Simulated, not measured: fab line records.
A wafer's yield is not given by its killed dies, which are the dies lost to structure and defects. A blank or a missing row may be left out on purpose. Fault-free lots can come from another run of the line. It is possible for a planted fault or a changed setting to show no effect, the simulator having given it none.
Matching of chambers || flow n5-finfet || N5_BEOL_M2_STRIP_66 on rie-diel-04: 4 sister chambers
The step strips in CF4. 20 wafers are shown with their chamber, then 10 later ones without.

## WAFERS, EACH WITH ITS CHAMBER
{"wafer": "L074.1", "chamber": 1, "drypump-motor-current-A (A)": 5.6, "showerhead-plenum-p-Torr (Torr)": 1.78, "throttle-valve-pct (%)": 13.59}
{"wafer": "L074.2", "chamber": 3, "drypump-motor-current-A (A)": 5.7, "showerhead-plenum-p-Torr (Torr)": 1.72, "throttle-valve-pct (%)": 13.44}
{"wafer": "L074.3", "chamber": 0, "drypump-motor-current-A (A)": 5.6, "showerhead-plenum-p-Torr (Torr)": 1.77, "throttle-valve-pct (%)": 13.99}
{"wafer": "L075.1", "chamber": 3, "drypump-motor-current-A (A)": 5.6, "showerhead-plenum-p-Torr (Torr)": 1.72, "throttle-valve-pct (%)": 13.46}
{"wafer": "L075.2", "chamber": 0, "drypump-motor-current-A (A)": 5.6, "showerhead-plenum-p-Torr (Torr)": 1.77, "throttle-valve-pct (%)": 14.00}
{"wafer": "L075.4", "chamber": 1, "drypump-motor-current-A (A)": 5.6, "showerhead-plenum-p-Torr (Torr)": 1.78, "throttle-valve-pct (%)": 13.61}
{"wafer": "L076.1", "chamber": 0, "drypump-motor-current-A (A)": 5.6, "showerhead-plenum-p-Torr (Torr)": 1.77, "throttle-valve-pct (%)": 14.00}
{"wafer": "L076.2", "chamber": 1, "drypump-motor-current-A (A)": 5.6, "showerhead-plenum-p-Torr (Torr)": 1.78, "throttle-valve-pct (%)": 13.62}
{"wafer": "L076.4", "chamber": 1, "drypump-motor-current-A (A)": 5.6, "showerhead-plenum-p-Torr (Torr)": 1.78, "throttle-valve-pct (%)": 13.61}
{"wafer": "L077.1", "chamber": 2, "drypump-motor-current-A (A)": 6.5, "showerhead-plenum-p-Torr (Torr)": 1.90, "throttle-valve-pct (%)": 13.36}
{"wafer": "L077.5", "chamber": 1, "drypump-motor-current-A (A)": 5.6, "showerhead-plenum-p-Torr (Torr)": 1.78, "throttle-valve-pct (%)": 13.63}
{"wafer": "L077.6", "chamber": 0, "drypump-motor-current-A (A)": 5.6, "showerhead-plenum-p-Torr (Torr)": 1.77, "throttle-valve-pct (%)": 14.03}
{"wafer": "L080.2", "chamber": 0, "drypump-motor-current-A (A)": 5.6, "showerhead-plenum-p-Torr (Torr)": 1.77, "throttle-valve-pct (%)": 14.01}
{"wafer": "L080.5", "chamber": 0, "drypump-motor-current-A (A)": 5.6, "showerhead-plenum-p-Torr (Torr)": 1.77, "throttle-valve-pct (%)": 14.01}
{"wafer": "L080.6", "chamber": 3, "drypump-motor-current-A (A)": 5.6, "showerhead-plenum-p-Torr (Torr)": 1.72, "throttle-valve-pct (%)": 13.46}
{"wafer": "L082.2", "chamber": 3, "drypump-motor-current-A (A)": 5.7, "showerhead-plenum-p-Torr (Torr)": 1.72, "throttle-valve-pct (%)": 13.47}
{"wafer": "L082.5", "chamber": 1, "drypump-motor-current-A (A)": 5.6, "showerhead-plenum-p-Torr (Torr)": 1.78, "throttle-valve-pct (%)": 13.65}
{"wafer": "L082.6", "chamber": 0, "drypump-motor-current-A (A)": 5.6, "showerhead-plenum-p-Torr (Torr)": 1.77, "throttle-valve-pct (%)": 14.01}
{"wafer": "L091.1", "chamber": 2, "drypump-motor-current-A (A)": 6.5, "showerhead-plenum-p-Torr (Torr)": 1.89, "throttle-valve-pct (%)": 13.44}
{"wafer": "L091.5", "chamber": 1, "drypump-motor-current-A (A)": 5.6, "showerhead-plenum-p-Torr (Torr)": 1.77, "throttle-valve-pct (%)": 13.68}

SIGNATURES (means of the wafers above)
{"reading": "drypump-motor-current-A", "chamber 0": 5.600, "chamber 1": 5.600, "chamber 2": 6.500, "chamber 3": 5.650, "scatter within a chamber": 0.025}
{"reading": "showerhead-plenum-p-Torr", "chamber 0": 1.7700, "chamber 1": 1.7786, "chamber 2": 1.8950, "chamber 3": 1.7200, "scatter within a chamber": 0.00291}
{"reading": "throttle-valve-pct", "chamber 0": 14.0071, "chamber 1": 13.6271, "chamber 2": 13.4000, "chamber 3": 13.4575, "scatter within a chamber": 0.025}
Rule: distance of a wafer from a chamber = root of the sum over the readings of ((wafer's reading minus chamber's mean) / reading's scatter) squared. If the next closest chamber is less than 2 further off than the closest, the wafer can't be placed; otherwise it belongs to the closest. The scatter is the square root of a quotient: the sum, over the shown wafers, of each reading's squared deviation from its chamber's mean, divided by wafers minus chambers.

## WAFERS WHOSE CHAMBER IS MISSING
{"wafer": "L091.6", "drypump-motor-current-A (A)": 5.6, "showerhead-plenum-p-Torr (Torr)": 1.76, "throttle-valve-pct (%)": 13.49}
{"wafer": "L093.1", "drypump-motor-current-A (A)": 5.6, "showerhead-plenum-p-Torr (Torr)": 1.77, "throttle-valve-pct (%)": 13.68}
{"wafer": "L093.2", "drypump-motor-current-A (A)": 6.5, "showerhead-plenum-p-Torr (Torr)": 1.89, "throttle-valve-pct (%)": 13.45}
{"wafer": "L093.4", "drypump-motor-current-A (A)": 5.6, "showerhead-plenum-p-Torr (Torr)": 1.71, "throttle-valve-pct (%)": 13.52}
{"wafer": "L096.2", "drypump-motor-current-A (A)": 6.5, "showerhead-plenum-p-Torr (Torr)": 1.89, "throttle-valve-pct (%)": 13.47}
{"wafer": "L096.4", "drypump-motor-current-A (A)": 5.6, "showerhead-plenum-p-Torr (Torr)": 1.71, "throttle-valve-pct (%)": 13.54}
{"wafer": "L096.6", "drypump-motor-current-A (A)": 6.5, "showerhead-plenum-p-Torr (Torr)": 1.89, "throttle-valve-pct (%)": 13.47}
{"wafer": "L097.3", "drypump-motor-current-A (A)": 5.6, "showerhead-plenum-p-Torr (Torr)": 1.77, "throttle-valve-pct (%)": 13.71}
{"wafer": "L097.4", "drypump-motor-current-A (A)": 6.5, "showerhead-plenum-p-Torr (Torr)": 1.89, "throttle-valve-pct (%)": 13.46}
{"wafer": "L097.5", "drypump-motor-current-A (A)": 5.6, "showerhead-plenum-p-Torr (Torr)": 1.77, "throttle-valve-pct (%)": 13.71}

## WHICH CHAMBER EACH WENT THROUGH
{"wafer": "L091.6", "from the rows above": 1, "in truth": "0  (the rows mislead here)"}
{"wafer": "L093.1", "from the rows above": 1, "in truth": 1}
{"wafer": "L093.2", "from the rows above": 2, "in truth": 2}
{"wafer": "L093.4", "from the rows above": 3, "in truth": 3}
{"wafer": "L096.2", "from the rows above": 2, "in truth": 2}
{"wafer": "L096.4", "from the rows above": 3, "in truth": 3}
{"wafer": "L096.6", "from the rows above": 2, "in truth": 2}
{"wafer": "L097.3", "from the rows above": 1, "in truth": 1}
{"wafer": "L097.4", "from the rows above": 2, "in truth": 2}
{"wafer": "L097.5", "from the rows above": 1, "in truth": 1}
Correct placement for 9 of the 10. Left unplaced by these rows: 0. Wrongly placed: 1.
